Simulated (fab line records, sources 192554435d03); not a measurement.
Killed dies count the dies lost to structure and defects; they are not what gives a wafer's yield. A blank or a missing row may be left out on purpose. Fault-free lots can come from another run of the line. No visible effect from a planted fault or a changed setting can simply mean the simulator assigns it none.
Matching of chambers :: flow n5-finfet :: 4 sister chambers for N5_BEOL_M5_STRIP_36 on rie-diel-01
The step strips in N2/H2. 4 wafers are shown with their chamber, then 8 later ones without.

== WAFERS PAIRED WITH THEIR CHAMBERS ==
wafer: L078.1
chamber: 0
drypump-motor-current-A (A): 5.0

wafer: L086.5
chamber: 1
drypump-motor-current-A (A): 5.8

wafer: L088.5
chamber: 3
drypump-motor-current-A (A): 5.6

wafer: L089.1
chamber: 2
drypump-motor-current-A (A): 5.2

== WAFERS WITH NO CHAMBER GIVEN ==
wafer: L089.4
drypump-motor-current-A (A): 5.2

wafer: L089.6
drypump-motor-current-A (A): 5.8

wafer: L094.1
drypump-motor-current-A (A): 4.9

wafer: L094.4
drypump-motor-current-A (A): 5.6

wafer: L094.5
drypump-motor-current-A (A): 5.2

wafer: L097.2
drypump-motor-current-A (A): 5.2

wafer: L097.3
drypump-motor-current-A (A): 5.6

wafer: L097.5
drypump-motor-current-A (A): 5.8

== THE CHAMBER EACH PASSED THROUGH ==
wafer: L089.4
from the rows above: 2
in truth: 2

wafer: L089.6
from the rows above: 1
in truth: 1

wafer: L094.1
from the rows above: 0
in truth: 0

wafer: L094.4
from the rows above: 3
in truth: 3

wafer: L094.5
from the rows above: 2
in truth: 2

wafer: L097.2
from the rows above: 2
in truth: 2

wafer: L097.3
from the rows above: 3
in truth: 3

wafer: L097.5
from the rows above: 1
in truth: 1
Correct placement for 8 of the 8. Not placeable from these rows: 0. 0 placed wrongly.
How it was worked out, from the rows above alone: a wafer's distance from a chamber is the root of the sum, over the readings, of the square of ((its reading less the chamber's mean) divided by the reading's scatter). The wafer belongs to the nearest chamber; if the next one is less than 2 further off, it can't be placed. The mean given for a chamber averages the wafers shown for that chamber. The scatter: with one shown wafer a chamber, the root of the mean of the squares of how far each hidden wafer lies from its nearest shown one.
